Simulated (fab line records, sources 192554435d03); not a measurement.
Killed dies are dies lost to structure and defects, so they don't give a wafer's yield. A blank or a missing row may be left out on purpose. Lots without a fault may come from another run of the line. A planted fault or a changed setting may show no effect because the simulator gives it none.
Split-lot experiment | flow n5_finfet | 7 lots, 39 wafers read, on a route of 1938 steps

THE SPLIT
At N5_DUMMY_GATE_ETCH_32 (etches SiO2 in CF4, target depth 3.5 nm, time 3.9 s), the setting time_s was moved away from the recipe's 3.9 s on 18 of the 39 wafers read, by -13.7% to +20.7%. The other wafers ran this setting at the recipe's value.

The reading is taken at the split's own step.

THE READING
etch.depth_nm (the simulator's own value, which no gauge read), in nm, at N5_DUMMY_GATE_ETCH_32 (etches SiO2 in CF4, target depth 3.5 nm, time 3.9 s). The file gives no usual value for it. The 21 wafers here that ran the recipe average 3.468 nm, standard deviation 0.053 nm.

wafer  | tool, chamber at the split | time_s as run, s | against the recipe | etch.depth_nm, nm | against lot-mates on the recipe
L078.1 | rie_si-03, 2               | 3.9              | recipe             | 3.58              | -
L078.2 | rie_si-03, 0               | 3.9              | recipe             | 3.459             | -
L078.3 | rie_si-03, 1               | 4.594            | +17.8%             | 4.21              | +0.724
L078.4 | rie_si-03, 3               | 3.9              | recipe             | 3.418             | -
L078.5 | rie_si-03, 0               | 4.594            | +17.8%             | 4.109             | +0.623
L078.6 | rie_si-03, 1               | 4.594            | +17.8%             | 4.207             | +0.721
L082.1 | rie_si-03, 0               | 3.9              | recipe             | 3.421             | -
L082.2 | rie_si-03, 1               | 4.419            | +13.3%             | 3.978             | +0.531
L082.3 | rie_si-03, 3               | 3.9              | recipe             | 3.395             | -
L082.4 | rie_si-03, 2               | 3.9              | recipe             | 3.525             | -
L082.5 | rie_si-03, 0               | 4.419            | +13.3%             | 3.898             | +0.451
L082.6 | rie_si-03, 1               | 4.419            | +13.3%             | 4.012             | +0.565
L084.4 | rie_si-03, 0               | 3.9              | recipe             | 3.465             | -
L084.5 | rie_si-03, 3               | 3.9              | recipe             | 3.413             | -
L084.6 | rie_si-03, 0               | 3.9              | recipe             | 3.487             | -
L086.1 | rie_si-03, 0               | 3.9              | recipe             | 3.438             | -
L086.2 | rie_si-03, 3               | 3.364            | -13.7%             | 2.945             | -0.581
L086.3 | rie_si-03, 2               | 3.9              | recipe             | 3.575             | -
L086.4 | rie_si-03, 1               | 3.364            | -13.7%             | 3.044             | -0.482
L086.5 | rie_si-03, 1               | 3.364            | -13.7%             | 3.061             | -0.465
L086.6 | rie_si-03, 2               | 3.9              | recipe             | 3.566             | -
L088.1 | rie_si-05, 1               | 3.9              | recipe             | 3.47              | -
L088.2 | rie_si-05, 2               | 4.552            | +16.7%             | 4.073             | +0.597
L088.3 | rie_si-05, 0               | 4.552            | +16.7%             | 4.046             | +0.570
L088.4 | rie_si-05, 3               | 4.552            | +16.7%             | 4.052             | +0.576
L088.5 | rie_si-05, 2               | 3.9              | recipe             | 3.474             | -
L088.6 | rie_si-05, 3               | 3.9              | recipe             | 3.484             | -
L090.1 | rie_si-05, 2               | 4.449            | +14.1%             | 3.979             | +0.524
L090.2 | rie_si-05, 1               | 3.9              | recipe             | 3.459             | -
L090.3 | rie_si-05, 3               | 4.449            | +14.1%             | 3.951             | +0.496
L090.4 | rie_si-05, 0               | 3.9              | recipe             | 3.45              | -
L090.5 | rie_si-05, 0               | 4.449            | +14.1%             | 3.99              | +0.535
L090.6 | rie_si-05, 3               | 3.9              | recipe             | 3.455             | -
L096.1 | rie_si-03, 3               | 4.708            | +20.7%             | 4.031             | +0.598
L096.2 | rie_si-03, 0               | 3.9              | recipe             | 3.412             | -
L096.3 | rie_si-03, 2               | 4.708            | +20.7%             | 4.236             | +0.803
L096.4 | rie_si-03, 1               | 3.9              | recipe             | 3.484             | -
L096.5 | rie_si-03, 0               | 3.9              | recipe             | 3.402             | -
L096.6 | rie_si-03, 1               | 4.708            | +20.7%             | 4.198             | +0.765

THE FIT
A straight line over all 39 wafers: etch.depth_nm changes by +0.0352 nm for each +1% of time_s; r = +0.99; the points scatter about the line by 0.06 nm.
The same after taking each lot's own level away (the mean of its wafers on the recipe; 39 wafers): +0.0366 nm for each +1%; r = +0.99; scatter 0.053 nm.
On that fit, the largest move of time_s shifts the reading by 0.76 nm.
The lots' own levels span 3.4327 to 3.5263 nm, that is 1.8 times the standard deviation above.
So the lot-to-lot level changes the slope little: the two slopes agree.
Check: with one of the wafers moved furthest among these (+20.7%) left out of the fit, the line predicts +0.773 nm for it against its lot-mates. It came out at +0.598 nm against them.

OTHER SPLITS ON THESE WAFERS
These wafers also went through other splits before the reading. Each is held against what the fit with the lots' levels taken away leaves over:
other split on the same wafers  | wafers away from the commonest value | r with etch.depth_nm (lot level and that fit taken away)
N5_FIN_CUT_ETCH_21 bias_w       | 12                                   | -0.10
N5_DUMMY_GATE_EXPOSE_12 dose_mj | 15                                   | +0.15

THE FILE'S OWN FIT
etch.depth_nm changes by +0.0366 nm for each +1% of time_s, r = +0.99.
